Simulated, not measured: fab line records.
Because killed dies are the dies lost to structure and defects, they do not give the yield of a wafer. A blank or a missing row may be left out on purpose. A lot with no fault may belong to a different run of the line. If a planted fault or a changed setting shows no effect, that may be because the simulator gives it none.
Struck lot and sound lot, side by side ; flow n5_finfet ; 15 steps out of a route of 1938
Sound: the wafers L268.4, L268.5, L268.6. Struck: wafer L278.4; the same lot's L278.1 was not struck, so it is left out; see the end for the cause.
Order at every step that has rows: each side's tool, ch and its chambers, its first start. Under that, the readings that differ: sound wafers ; struck wafers ; difference of the means ; sigmas: that difference in standard deviations of wafers without a fault.
alike: readings with means less than 2 such deviations apart, plus words and numbers identical on both sides. not compared: withheld readings, readings lacking a value on some wafer, bounds such as >300 that could conceal the same value, and numbers that have no deviation in the record and whose values overlap.
Wherever a step has rows on one side only, a row that says differs or no value, or a row with sigmas, the two part there. Numbers that have no deviation but don't overlap get no sigmas and don't part them. A reading missing from all wafers of one side parts the sides only when that side holds two or more wafers.

N5_BEOL_M12_TRENCH_ETCH_34: etches SiOC in C4F8/O2/Ar, target depth 318.95 nm, time 125.5 s.
  sound on rie_diel-01 ch 1,2, day 13 16:22; struck on rie_diel-04 ch 0, day 16 15:30
  alike: drypump_motor_current_A, oes_product_au, rf_vpp_V, showerhead_plenum_p_Torr, throttle_valve_pct
  not compared: rf_hours_counter_h
then, 1 step without rows for these wafers: N5_BEOL_M12_STRIP_70 (strips in C4F8/O2/Ar).
N5_BEOL_M12_OCD_MEAS_35:
  sound on ocd-02, day 13 16:32; struck on ocd-01, day 16 15:40
reading;sound;struck;difference;sigmas
trench_depth_nm (nm);313 314 313;326;+13;+3
then, 1 step without rows for these wafers: N5_BEOL_M12_STRIP_37 (strips in N2/H2).
N5_BEOL_M12_ETCH_38: etches SiCN in CF4/N2, target depth 68.7 nm, time 73.4 s.
  sound on rie_diel-01 ch 0,1,2, day 13 16:39; struck on rie_diel-04 ch 0, day 16 18:12
  alike: drypump_motor_current_A, oes_product_au, rf_vpp_V, showerhead_plenum_p_Torr, throttle_valve_pct
  not compared: rf_hours_counter_h
then, 4 steps without rows for these wafers: N5_BEOL_M12_PRECLEAN_39 (cleans in residue remover, time 60 s); N5_BEOL_M12_SRD_40 (time 30 s, dry time 30 s); N5_BEOL_M12_DEGAS_41 (time 60 s); N5_BEOL_M12_PRE_CLEAN_42 (time 30 s).
N5_BEOL_M12_SPUTTER_43: material TaN, target thk 15 nm, time 24.19 s.
  sound on pvd_sputter-02, day 13 16:58; struck on pvd_sputter-02, day 16 19:23
reading;sound;struck;difference;sigmas
substrate_temp_c (C);49.77 49.65 49.99;50.17;+0.37;+3
  alike: bias_v, throttle_valve_pct
N5_BEOL_M12_SPUTTER_44: material Ta, target thk 10 nm, time 16.13 s.
  sound on pvd_sputter-02, day 13 17:02; struck on pvd_sputter-02, day 16 19:28
  alike: bias_v, substrate_temp_c, throttle_valve_pct
then, 1 step without rows for these wafers: N5_BEOL_M12_SPUTTER_45 (material Cu, target thk 80 nm, time 13.33 s).
N5_BEOL_M12_ECD_47: material Cu, target thk 720 nm.
  sound on ecd_cu-01 ch 0,1, day 13 17:17; struck on ecd_cu-01 ch 1, day 16 19:40
reading;sound;struck;difference;sigmas
model.Cu_of_BEOL_M12_ECD_47.thk_nm (nm);726.2 723.6 726.4;474.8;-250.6;
N5_BEOL_M12_ANNEAL_48: time 90 s.
  sound on rtp_anneal-02 ch 0, day 13 17:34; struck on rtp_anneal-02 ch 0, day 16 19:49
  alike: wafer_temp_C_max
N5_PASSIVATION_PROBE_49:
  the record holds rows for the sound wafers here (prober-01, day 15 05:11) but none for the struck ones

WHERE THEY PART
Earliest at N5_BEOL_M12_OCD_MEAS_35; latest, in this record, at N5_PASSIVATION_PROBE_49.

WHY: whatever the simulator had introduced
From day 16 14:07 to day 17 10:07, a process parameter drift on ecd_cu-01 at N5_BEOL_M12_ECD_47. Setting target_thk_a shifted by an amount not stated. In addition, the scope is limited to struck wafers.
